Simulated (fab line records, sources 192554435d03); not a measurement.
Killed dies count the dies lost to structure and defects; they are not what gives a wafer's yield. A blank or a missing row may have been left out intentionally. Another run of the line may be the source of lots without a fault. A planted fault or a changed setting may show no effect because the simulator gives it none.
fab line records :: flow n5Finfet :: part 2 of 2: steps 30 to 34 of 34
record
  lots=5
  wafers=15
  lastDay=17
route steps=1938 shown WELL_APT@40 PMOS_HMC_CHANNEL_EPI@57
lots that met no fault: from a run of the same line without faults
startH: hours from the record's first day to the start of the lot's first wafer shown :: waitH: hours from the lot's prior step to this one :: " unchanged from the row above :: L1.1+2: a row that stands for several wafers :: - either no value or no given start :: * or withheld: withheld :: < > ~ a bound
route shown NAME@n: NAME is a module with steps in the file, n the number in the route of the first one :: usual: mean/standard deviation taken from wafers without a fault :: same: alike in all rows :: chamber/n: place in a boat :: sites: per-site readings :: _std_site: their standard deviation :: _edge_site: mean of outer sites minus mean of inner sites :: radiusMm: how far each site lies from the wafer's centre :: mask NAME#n: copy n :: behind: the tool/chamber that last shaped the wafer :: hold: why the lot went on hold/how many hours it stayed there/how the hold came to an end :: device: the transistor (n, p or np) that didn't switch :: end of line: the same wafers' tests at the end of the route :: a step without rows: its recipe alone :: killed: dies lost to structure and defects at the first sort, not the wafer's yield :: map: shows each die of a wafer: x if killed, . if not, _ if none is there
set.NAME: setting as actually run; set.NAME@STEP: the setting as run at that earlier step :: model.NAME: the simulator's own value behind a step, which no gauge read
certain route steps with their lots: each step a table, each wafer a row
services: a tool's chamber out of use, with start hour (startH, from the record's first day; less than 0 if before it), hours out, and reason
## steps
# step N5_PMOS_HMC_CHANNEL_EPI_ETCH_32
# recipe
  chemistry=N2/H2
  target=BARC
  stopOn=SiO2
  targetDepthA=858
  overEtchFrac=0.3
  timeS=50.3
  ionEnergyEv=200
  maskMaterial=CAR-ArF-block
  pressureMtorr=30
  sourceW=840
  biasW=150
  n2FlowSccm=200
  h2FlowSccm=200
# usual
  biasW=150.0/0.48
  drypumpMotorCurrentA=5.7/0.55
  oesProductAu=0.65/0.048
  rfVppV=524.0/2.4
  showerheadPlenumPTorr=2.54/0.079
  throttleValvePct=17.9/0.3
lot.wafer: L076.1
tool: rieDiel-04
chamber: 2
startH: 29.37
waitH: 0.0
biasW: 150.4
drypumpMotorCurrentA: 5.2
oesProductAu: 0.67
rfHoursCounterH: 110
rfVppV: 522.1
showerheadPlenumPTorr: 2.55
throttleValvePct: 17.5

lot.wafer: L076.2
tool: rieDiel-04
chamber: 1
startH: 29.37
waitH: 0.0
biasW: 149.0
drypumpMotorCurrentA: 5.3
oesProductAu: 0.75
rfHoursCounterH: 49
rfVppV: 522.5
showerheadPlenumPTorr: 2.48
throttleValvePct: 17.5

lot.wafer: L076.4
tool: rieDiel-04
chamber: 3
startH: 29.37
waitH: 0.0
biasW: 149.7
drypumpMotorCurrentA: 6.3
oesProductAu: 0.65
rfHoursCounterH: 167
rfVppV: 523.4
showerheadPlenumPTorr: 2.53
throttleValvePct: 17.7

lot.wafer: L080.1
tool: rieDiel-02
chamber: 3
startH: 53.58
waitH: 0.0
biasW: 149.6
drypumpMotorCurrentA: 6.6
oesProductAu: 0.82
rfHoursCounterH: 4
rfVppV: 523.7
showerheadPlenumPTorr: 2.48
throttleValvePct: 17.2

lot.wafer: L080.2
tool: rieDiel-02
chamber: 2
startH: 53.58
waitH: 0.0
biasW: 150.8
drypumpMotorCurrentA: 4.6
oesProductAu: 0.60
rfHoursCounterH: 219
rfVppV: 526.0
showerheadPlenumPTorr: 2.61
throttleValvePct: 18.1

lot.wafer: L080.6
tool: rieDiel-02
chamber: 3
startH: 53.58
waitH: 0.0
biasW: 149.5
drypumpMotorCurrentA: 6.6
oesProductAu: 0.81
rfHoursCounterH: -
rfVppV: 523.7
showerheadPlenumPTorr: 2.48
throttleValvePct: 17.2

lot.wafer: L093.1
tool: rieDiel-04
chamber: 0
startH: 133.31
waitH: 0.0
biasW: 150.3
drypumpMotorCurrentA: 5.9
oesProductAu: 0.66
rfHoursCounterH: 115
rfVppV: 517.7
showerheadPlenumPTorr: 2.37
throttleValvePct: 17.9

lot.wafer: L093.5
tool: rieDiel-04
chamber: 2
startH: 133.31
waitH: 0.0
biasW: 149.6
drypumpMotorCurrentA: 5.2
oesProductAu: 0.65
rfHoursCounterH: -
rfVppV: 522.9
showerheadPlenumPTorr: 2.54
throttleValvePct: 17.5

lot.wafer: L093.6
tool: rieDiel-04
chamber: 1
startH: 133.31
waitH: 0.0
biasW: 149.8
drypumpMotorCurrentA: 5.3
oesProductAu: 0.72
rfHoursCounterH: -
rfVppV: 522.5
showerheadPlenumPTorr: 2.47
throttleValvePct: 17.6

lot.wafer: L094.1
tool: rieDiel-03
chamber: 2
startH: 139.33
waitH: 0.0
biasW: 150.1
drypumpMotorCurrentA: 5.6
oesProductAu: 0.63
rfHoursCounterH: 194
rfVppV: 524.2
showerheadPlenumPTorr: 2.51
throttleValvePct: 18.0

lot.wafer: L094.2
tool: rieDiel-03
chamber: 1
startH: 139.33
waitH: 0.0
biasW: 150.6
drypumpMotorCurrentA: 6.3
oesProductAu: 0.61
rfHoursCounterH: 209
rfVppV: 526.9
showerheadPlenumPTorr: 2.62
throttleValvePct: 17.6

lot.wafer: L094.5
tool: rieDiel-03
chamber: 0
startH: 139.33
waitH: 0.0
biasW: 150.6
drypumpMotorCurrentA: 5.1
oesProductAu: 0.61
rfHoursCounterH: -
rfVppV: 523.8
showerheadPlenumPTorr: 2.50
throttleValvePct: 18.1

lot.wafer: L095.1
tool: rieDiel-04
chamber: 2
startH: 143.82
waitH: 0.0
biasW: 150.5
drypumpMotorCurrentA: 5.2
oesProductAu: 0.65
rfHoursCounterH: 137
rfVppV: 524.0
showerheadPlenumPTorr: 2.54
throttleValvePct: 17.5

lot.wafer: L095.2
tool: rieDiel-04
chamber: 0
startH: 143.82
waitH: 0.0
biasW: 150.0
drypumpMotorCurrentA: 5.9
oesProductAu: 0.65
rfHoursCounterH: 120
rfVppV: 518.6
showerheadPlenumPTorr: 2.37
throttleValvePct: 17.9

lot.wafer: L095.3
tool: rieDiel-04
chamber: 3
startH: 143.82
waitH: 0.0
biasW: 149.5
drypumpMotorCurrentA: 6.3
oesProductAu: 0.63
rfHoursCounterH: 193
rfVppV: 522.4
showerheadPlenumPTorr: 2.52
throttleValvePct: 17.8
# step N5_PMOS_HMC_CHANNEL_EPI_HM_OPEN_15
# recipe
  chemistry=CHF3/O2
  target=SiO2
  maskMaterial=CAR-ArF-block
  targetDepthA=406
  CHF3_flow_sccm=50
  O2_flow_sccm=5
  Ar_flow_sccm=200
  timeS=20.3
  pressureMtorr=30
  sourceW=650
  biasW=170
  ionEnergyEv=200
# usual
  biasW=170.0/0.55
  drypumpMotorCurrentA=5.7/0.55
  oesProductAu=0.76/0.062
  rfVppV=526/9.3
  showerheadPlenumPTorr=2.41/0.073
  throttleValvePct=18.9/0.33
lot.wafer: L076.1
tool: rieDiel-04
chamber: 2
startH: 29.41
waitH: 0.0
biasW: 170.3
drypumpMotorCurrentA: 5.2
oesProductAu: 0.78
rfHoursCounterH: 110
rfVppV: 527
showerheadPlenumPTorr: 2.43
throttleValvePct: 18.4

lot.wafer: L076.2
tool: rieDiel-04
chamber: 1
startH: 29.41
waitH: 0.0
biasW: 170.2
drypumpMotorCurrentA: 5.3
oesProductAu: 0.89
rfHoursCounterH: 49
rfVppV: 537
showerheadPlenumPTorr: 2.34
throttleValvePct: 18.4

lot.wafer: L076.4
tool: rieDiel-04
chamber: 3
startH: 29.41
waitH: 0.0
biasW: 169.7
drypumpMotorCurrentA: 6.2
oesProductAu: 0.76
rfHoursCounterH: 167
rfVppV: 523
showerheadPlenumPTorr: 2.41
throttleValvePct: 18.8

lot.wafer: L080.1
tool: rieDiel-02
chamber: 3
startH: 53.62
waitH: 0.0
biasW: 170.0
drypumpMotorCurrentA: 6.6
oesProductAu: 0.98
rfHoursCounterH: 4
rfVppV: 530
showerheadPlenumPTorr: 2.38
throttleValvePct: 18.4

lot.wafer: L080.2
tool: rieDiel-02
chamber: 2
startH: 53.62
waitH: 0.0
biasW: 170.1
drypumpMotorCurrentA: 4.6
oesProductAu: 0.71
rfHoursCounterH: 219
rfVppV: 526
showerheadPlenumPTorr: 2.50
throttleValvePct: 19.2

lot.wafer: L080.6
tool: rieDiel-02
chamber: 3
startH: 53.62
waitH: 0.0
biasW: 169.6
drypumpMotorCurrentA: 6.6
oesProductAu: 0.97
rfHoursCounterH: -
rfVppV: 531
showerheadPlenumPTorr: 2.38
throttleValvePct: 18.4

lot.wafer: L093.1
tool: rieDiel-04
chamber: 0
startH: 133.35
waitH: 0.0
biasW: 169.7
drypumpMotorCurrentA: 5.9
oesProductAu: 0.76
rfHoursCounterH: 115
rfVppV: 507
showerheadPlenumPTorr: 2.23
throttleValvePct: 18.8

lot.wafer: L093.5
tool: rieDiel-04
chamber: 2
startH: 133.35
waitH: 0.0
biasW: 169.8
drypumpMotorCurrentA: 5.2
oesProductAu: 0.76
rfHoursCounterH: -
rfVppV: 527
showerheadPlenumPTorr: 2.42
throttleValvePct: 18.5

lot.wafer: L093.6
tool: rieDiel-04
chamber: 1
startH: 133.35
waitH: 0.0
biasW: 170.3
drypumpMotorCurrentA: 5.3
oesProductAu: 0.85
rfHoursCounterH: -
rfVppV: 538
showerheadPlenumPTorr: 2.33
throttleValvePct: 18.4

lot.wafer: L094.1
tool: rieDiel-03
chamber: 2
startH: 139.37
waitH: 0.0
biasW: 170.1
drypumpMotorCurrentA: 5.6
oesProductAu: 0.74
rfHoursCounterH: 194
rfVppV: 531
showerheadPlenumPTorr: 2.39
throttleValvePct: 19.1

lot.wafer: L094.2
tool: rieDiel-03
chamber: 1
startH: 139.37
waitH: 0.0
biasW: 171.1
drypumpMotorCurrentA: 6.3
oesProductAu: 0.71
rfHoursCounterH: 209
rfVppV: 533
showerheadPlenumPTorr: 2.48
throttleValvePct: 18.6

lot.wafer: L094.5
tool: rieDiel-03
chamber: 0
startH: 139.37
waitH: 0.0
biasW: 169.9
drypumpMotorCurrentA: 5.1
oesProductAu: 0.69
rfHoursCounterH: -
rfVppV: 528
showerheadPlenumPTorr: 2.40
throttleValvePct: 19.3

lot.wafer: L095.1
tool: rieDiel-04
chamber: 2
startH: 143.86
waitH: 0.0
biasW: 169.4
drypumpMotorCurrentA: 5.2
oesProductAu: 0.75
rfHoursCounterH: 137
rfVppV: 526
showerheadPlenumPTorr: 2.42
throttleValvePct: 18.5

lot.wafer: L095.2
tool: rieDiel-04
chamber: 0
startH: 143.86
waitH: 0.0
biasW: 169.7
drypumpMotorCurrentA: 5.9
oesProductAu: 0.76
rfHoursCounterH: 120
rfVppV: 505
showerheadPlenumPTorr: 2.23
throttleValvePct: 18.8

lot.wafer: L095.3
tool: rieDiel-04
chamber: 3
startH: 143.86
waitH: 0.0
biasW: 169.4
drypumpMotorCurrentA: 6.2
oesProductAu: 0.73
rfHoursCounterH: 193
rfVppV: 525
showerheadPlenumPTorr: 2.40
throttleValvePct: 18.9
# step N5_PMOS_HMC_CHANNEL_EPI_STRIP_33
# recipe
  chemistry=N2/H2
  powerW=500
  tempC=40
  pressureMtorr=50
  rfFrequencyHz=6e+07
  overashFraction=0.3
  biasPowerW=8
  h2Frac=0.5
  n2FlowSccm=300
  h2FlowSccm=300
# usual
  drypumpMotorCurrentA=5.7/0.55
  oesProductAu=0.76/0.062
  rfVppV=54.0/1.7
  showerheadPlenumPTorr=3.36/0.1
  throttleValvePct=19.0/0.32
# same
  overashFraction=0.3
lot.wafer: L076.1
tool: rieDiel-04
chamber: 2
startH: 29.47
waitH: 0.0
drypumpMotorCurrentA: 5.2
oesProductAu: 0.78
rfHoursCounterH: 110
rfVppV: 54.1
showerheadPlenumPTorr: 3.37
throttleValvePct: 18.9

lot.wafer: L076.2
tool: rieDiel-04
chamber: 1
startH: 29.47
waitH: 0.0
drypumpMotorCurrentA: 5.4
oesProductAu: 0.88
rfHoursCounterH: 49
rfVppV: 52.2
showerheadPlenumPTorr: 3.28
throttleValvePct: 18.9

lot.wafer: L076.4
tool: rieDiel-04
chamber: 3
startH: 29.47
waitH: 0.0
drypumpMotorCurrentA: 6.3
oesProductAu: 0.76
rfHoursCounterH: 167
rfVppV: 55.0
showerheadPlenumPTorr: 3.34
throttleValvePct: 18.8

lot.wafer: L080.1
tool: rieDiel-02
chamber: 3
startH: 53.68
waitH: 0.0
drypumpMotorCurrentA: 6.7
oesProductAu: 0.98
rfHoursCounterH: 4
rfVppV: 53.9
showerheadPlenumPTorr: 3.28
throttleValvePct: 18.2

lot.wafer: L080.2
tool: rieDiel-02
chamber: 2
startH: 53.68
waitH: 0.0
drypumpMotorCurrentA: 4.7
oesProductAu: 0.69
rfHoursCounterH: 219
rfVppV: 54.4
showerheadPlenumPTorr: 3.45
throttleValvePct: 19.1

lot.wafer: L080.6
tool: rieDiel-02
chamber: 3
startH: 53.68
waitH: 0.0
drypumpMotorCurrentA: 6.6
oesProductAu: 0.98
rfHoursCounterH: -
rfVppV: 52.7
showerheadPlenumPTorr: 3.28
throttleValvePct: 18.2

lot.wafer: L093.1
tool: rieDiel-04
chamber: 0
startH: 133.41
waitH: 0.0
drypumpMotorCurrentA: 5.9
oesProductAu: 0.77
rfHoursCounterH: 115
rfVppV: 53.9
showerheadPlenumPTorr: 3.14
throttleValvePct: 18.8

lot.wafer: L093.5
tool: rieDiel-04
chamber: 2
startH: 133.41
waitH: 0.0
drypumpMotorCurrentA: 5.2
oesProductAu: 0.75
rfHoursCounterH: -
rfVppV: 54.8
showerheadPlenumPTorr: 3.36
throttleValvePct: 18.9

lot.wafer: L093.6
tool: rieDiel-04
chamber: 1
startH: 133.41
waitH: 0.0
drypumpMotorCurrentA: 5.3
oesProductAu: 0.85
rfHoursCounterH: -
rfVppV: 52.0
showerheadPlenumPTorr: 3.27
throttleValvePct: 19.0

lot.wafer: L094.1
tool: rieDiel-03
chamber: 2
startH: 139.43
waitH: 0.0
drypumpMotorCurrentA: 5.7
oesProductAu: 0.72
rfHoursCounterH: 194
rfVppV: 56.6
showerheadPlenumPTorr: 3.31
throttleValvePct: 19.1

lot.wafer: L094.2
tool: rieDiel-03
chamber: 1
startH: 139.43
waitH: 0.0
drypumpMotorCurrentA: 6.3
oesProductAu: 0.71
rfHoursCounterH: 209
rfVppV: 55.7
showerheadPlenumPTorr: 3.46
throttleValvePct: 18.5

lot.wafer: L094.5
tool: rieDiel-03
chamber: 0
startH: 139.43
waitH: 0.0
drypumpMotorCurrentA: 5.1
oesProductAu: 0.70
rfHoursCounterH: -
rfVppV: 57.4
showerheadPlenumPTorr: 3.31
throttleValvePct: 19.2

lot.wafer: L095.1
tool: rieDiel-04
chamber: 2
startH: 143.91
waitH: 0.0
drypumpMotorCurrentA: 5.2
oesProductAu: 0.76
rfHoursCounterH: 137
rfVppV: 53.1
showerheadPlenumPTorr: 3.36
throttleValvePct: 18.9

lot.wafer: L095.2
tool: rieDiel-04
chamber: 0
startH: 143.91
waitH: 0.0
drypumpMotorCurrentA: 6.0
oesProductAu: 0.76
rfHoursCounterH: 120
rfVppV: 53.3
showerheadPlenumPTorr: 3.14
throttleValvePct: 18.8

lot.wafer: L095.3
tool: rieDiel-04
chamber: 3
startH: 143.91
waitH: 0.0
drypumpMotorCurrentA: 6.2
oesProductAu: 0.74
rfHoursCounterH: 193
rfVppV: 53.0
showerheadPlenumPTorr: 3.32
throttleValvePct: 18.8
# step N5_PMOS_HMC_CHANNEL_EPI_STRIP_17
# recipe
  chemistry=SPM
  timeS=750
  tempC=130
  h2so4H2o2VolRatio=4
  dry=ipaMarangoni
lot.wafer: L076.1+2+4
tool: wetBench-06
chamber: 5,6,7
startH: 29.54
waitH: -

lot.wafer: L080.1+2+6
tool: wetBench-06
chamber: 2,4,6
startH: 53.75
waitH: -

lot.wafer: L093.1+5+6
tool: wetBench-03
chamber: 0,2,7
startH: 133.47
waitH: -

lot.wafer: L094.1+2+5
tool: wetBench-03
chamber: 4,7,6
startH: 139.50
waitH: -

lot.wafer: L095.1+2+3
tool: wetBench-03
chamber: 4,2,3
startH: 143.98
waitH: -
# step N5_PMOS_HMC_CHANNEL_EPI_ETCH_38
# recipe
  chemistry=CF4
  target=SiO2
  targetDepthA=15
  ionEnergyEv=350
  pressureMtorr=10
  icpW=800
  biasW=400
  cf4FlowSccm=80
# usual
  biasW=400.0/1.3
  cf4FlowSccm=79.99/0.23
  drypumpMotorCurrentA=5.8/0.37
  heBacksideLeakSccm=2.8/0.32
  oesProductAu=0.992/0.023
  throttleValvePct=21.7/0.3
lot.wafer: L076.1
tool: rieSi-04
chamber: 1
startH: 29.77
waitH: 0.0
biasW: 401.2
cf4FlowSccm: 79.94
drypumpMotorCurrentA: 5.4
heBacksideLeakSccm: 2.7
oesProductAu: 1.015
rfHoursCounterH: 168
throttleValvePct: 21.4

lot.wafer: L076.2
tool: rieSi-04
chamber: 3
startH: 29.77
waitH: 0.0
biasW: 399.0
cf4FlowSccm: 79.74
drypumpMotorCurrentA: 6.3
heBacksideLeakSccm: 2.9
oesProductAu: 1.003
rfHoursCounterH: 149
throttleValvePct: 22.4

lot.wafer: L076.4
tool: rieSi-04
chamber: 2
startH: 29.77
waitH: 0.0
biasW: 397.6
cf4FlowSccm: 79.64
drypumpMotorCurrentA: 5.6
heBacksideLeakSccm: 2.7
oesProductAu: 0.970
rfHoursCounterH: 54
throttleValvePct: 21.5

lot.wafer: L080.1
tool: rieSi-01
chamber: 1
startH: 53.99
waitH: 0.0
biasW: 399.9
cf4FlowSccm: 80.26
drypumpMotorCurrentA: 6.3
heBacksideLeakSccm: 3.2
oesProductAu: 0.992
rfHoursCounterH: 117
throttleValvePct: 21.5

lot.wafer: L080.2
tool: rieSi-01
chamber: 2
startH: 53.99
waitH: 0.0
biasW: 397.8
cf4FlowSccm: 80.10
drypumpMotorCurrentA: 5.9
heBacksideLeakSccm: 2.8
oesProductAu: 1.003
rfHoursCounterH: 141
throttleValvePct: 21.8

lot.wafer: L080.6
tool: rieSi-01
chamber: 2
startH: 53.99
waitH: 0.0
biasW: 400.3
cf4FlowSccm: 80.02
drypumpMotorCurrentA: 5.8
heBacksideLeakSccm: 2.8
oesProductAu: 1.002
rfHoursCounterH: -
throttleValvePct: 21.8

lot.wafer: L093.1
tool: rieSi-06
chamber: 2
startH: 133.71
waitH: 0.0
biasW: 400.8
cf4FlowSccm: 79.96
drypumpMotorCurrentA: 5.9
heBacksideLeakSccm: 2.6
oesProductAu: 0.950
rfHoursCounterH: 8
throttleValvePct: 21.4

lot.wafer: L093.5
tool: rieSi-06
chamber: 3
startH: 133.71
waitH: 0.0
biasW: 400.9
cf4FlowSccm: 79.99
drypumpMotorCurrentA: 5.0
heBacksideLeakSccm: 2.4
oesProductAu: 1.043
rfHoursCounterH: -
throttleValvePct: 21.3

lot.wafer: L093.6
tool: rieSi-06
chamber: 0
startH: 133.71
waitH: 0.0
biasW: 398.9
cf4FlowSccm: 80.32
drypumpMotorCurrentA: 6.0
heBacksideLeakSccm: 2.7
oesProductAu: 0.974
rfHoursCounterH: -
throttleValvePct: 21.9

lot.wafer: L094.1
tool: rieSi-04
chamber: 0
startH: 139.74
waitH: 0.0
biasW: 398.3
cf4FlowSccm: 79.67
drypumpMotorCurrentA: 5.5
heBacksideLeakSccm: 3.2
oesProductAu: 0.987
rfHoursCounterH: 111
throttleValvePct: 21.8

lot.wafer: L094.2
tool: rieSi-04
chamber: 2
startH: 139.74
waitH: 0.0
biasW: 399.2
cf4FlowSccm: 80.37
drypumpMotorCurrentA: 5.6
heBacksideLeakSccm: 2.9
oesProductAu: 0.981
rfHoursCounterH: 56
throttleValvePct: 21.5

lot.wafer: L094.5
tool: rieSi-04
chamber: 2
startH: 139.74
waitH: 0.0
biasW: 400.4
cf4FlowSccm: 80.04
drypumpMotorCurrentA: 5.6
heBacksideLeakSccm: 2.8
oesProductAu: 0.967
rfHoursCounterH: -
throttleValvePct: 21.5

lot.wafer: L095.1
tool: rieSi-06
chamber: 3
startH: 144.22
waitH: 0.0
biasW: 399.4
cf4FlowSccm: 80.18
drypumpMotorCurrentA: 5.0
heBacksideLeakSccm: 2.4
oesProductAu: 1.032
rfHoursCounterH: 19
throttleValvePct: 21.3

lot.wafer: L095.2
tool: rieSi-06
chamber: 1
startH: 144.22
waitH: 0.0
biasW: 398.9
cf4FlowSccm: 79.87
drypumpMotorCurrentA: 5.9
heBacksideLeakSccm: 2.9
oesProductAu: 0.993
rfHoursCounterH: 87
throttleValvePct: 21.8

lot.wafer: L095.3
tool: rieSi-06
chamber: 0
startH: 144.22
waitH: 0.0
biasW: 400.9
cf4FlowSccm: 80.29
drypumpMotorCurrentA: 5.9
heBacksideLeakSccm: 2.6
oesProductAu: 0.975
rfHoursCounterH: 147
throttleValvePct: 21.9
## services
tool: rieDiel-02
chamber: -
startH: 7.21
hours: 1.1
kind: repair

tool: implanter-01
chamber: -
startH: 9.70
hours: 2.8
kind: pm

tool: pecvd-02
chamber: -
startH: 10.60
hours: 1.0
kind: repair

tool: arfiScanner-01
chamber: -
startH: 11.69
hours: 1.0
kind: repair

tool: arfiScanner-03
chamber: -
startH: 26.19
hours: 1.0
kind: pm

tool: rieSi-04
chamber: -
startH: 30.41
hours: 0.9
kind: repair

tool: arfiScanner-03
chamber: -
startH: 30.74
hours: 1.5
kind: repair

tool: arfiScanner-01
chamber: -
startH: 34.29
hours: 1.3
kind: pm

tool: rieDiel-05
chamber: 3
startH: 37.37
hours: 5.1
kind: repair

tool: rieDiel-04
chamber: 0
startH: 37.92
hours: 4.8
kind: repair

tool: rieDiel-02
chamber: 1
startH: 53.32
hours: 16.7
kind: repair

tool: rieSi-06
chamber: 0
startH: 54.56
hours: 4.0
kind: repair

tool: rieDiel-03
chamber: 3
startH: 64.95
hours: 12.8
kind: repair

tool: rieDiel-03
chamber: 1
startH: 65.00
hours: 11.8
kind: repair

tool: arfiScanner-03
chamber: -
startH: 72.07
hours: 11.6
kind: repair

tool: wetBench-01
chamber: -
startH: 77.06
hours: 1.2
kind: repair

tool: rieDiel-04
chamber: -
startH: 79.77
hours: 28.1
kind: pm

tool: rieSi-04
chamber: 3
startH: 80.55
hours: 14.1
kind: repair

tool: rieDiel-05
chamber: -
startH: 88.48
hours: 0.2
kind: repair

tool: pecvd-02
chamber: -
startH: 91.39
hours: 1.7
kind: repair

tool: rieDiel-05
chamber: 2
startH: 106.14
hours: 16.1
kind: repair

tool: rieDiel-05
chamber: 1
startH: 116.27
hours: 3.7
kind: repair

tool: rieDiel-03
chamber: 3
startH: 133.54
hours: 12.3
kind: repair

tool: rieDiel-03
chamber: 2
startH: 143.43
hours: 10.1
kind: repair
